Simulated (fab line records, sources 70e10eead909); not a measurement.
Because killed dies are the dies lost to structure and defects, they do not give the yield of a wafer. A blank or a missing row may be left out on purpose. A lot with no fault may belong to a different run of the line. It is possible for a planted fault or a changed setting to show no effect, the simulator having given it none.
Which tool is to blame?	flow nandHarc	at 1 step of a route of 1302, 7 lots with 21 wafers sampled

## WHAT THE GAUGES SHOWED, per wafer
NHARC_P_M2_INSPECT_11.
lot	measured	on	rawDefectCount
L180	day 7 05:23	defectInspect-01	10 10 10
L183	day 8 16:08	defectInspect-01	4 0 3
L185	day 9 07:11	defectInspect-01	1 4 2
L189	day 11 03:24	defectInspect-02	9 7 5
L192	day 12 12:53	defectInspect-01	3 6 7
L194	day 13 00:20	defectInspect-02	3 2 1
L199	day 15 00:43	defectInspect-01	7 6 4

## WHAT TOOL EACH LOT RAN ON (gives the tool, then ch and the chambers of the sampled wafers, and finally the start)
The record holds no process step before these readings.

## THE ANSWER, worked out from the rows above alone
Rule: usual is defined by the lots themselves. Put in order of their means at a reading, lots are off if they are a third of the lots or fewer, leave a main group of 4 or more, and stand apart from it by a gap of 3 or more times the standard deviation of the main group's means; of several such gaps the widest counts. The tables above print the reading to a certain number of digits; a main group whose means all agree to those digits is not used. A lot without any number at a reading at which 4 lots or more have one is off too. The other lots that the step has rows for count as sound.
No lot is off on any of the readings shown, so nothing can be concluded from this.

## WHAT THE SIMULATOR PUT IN
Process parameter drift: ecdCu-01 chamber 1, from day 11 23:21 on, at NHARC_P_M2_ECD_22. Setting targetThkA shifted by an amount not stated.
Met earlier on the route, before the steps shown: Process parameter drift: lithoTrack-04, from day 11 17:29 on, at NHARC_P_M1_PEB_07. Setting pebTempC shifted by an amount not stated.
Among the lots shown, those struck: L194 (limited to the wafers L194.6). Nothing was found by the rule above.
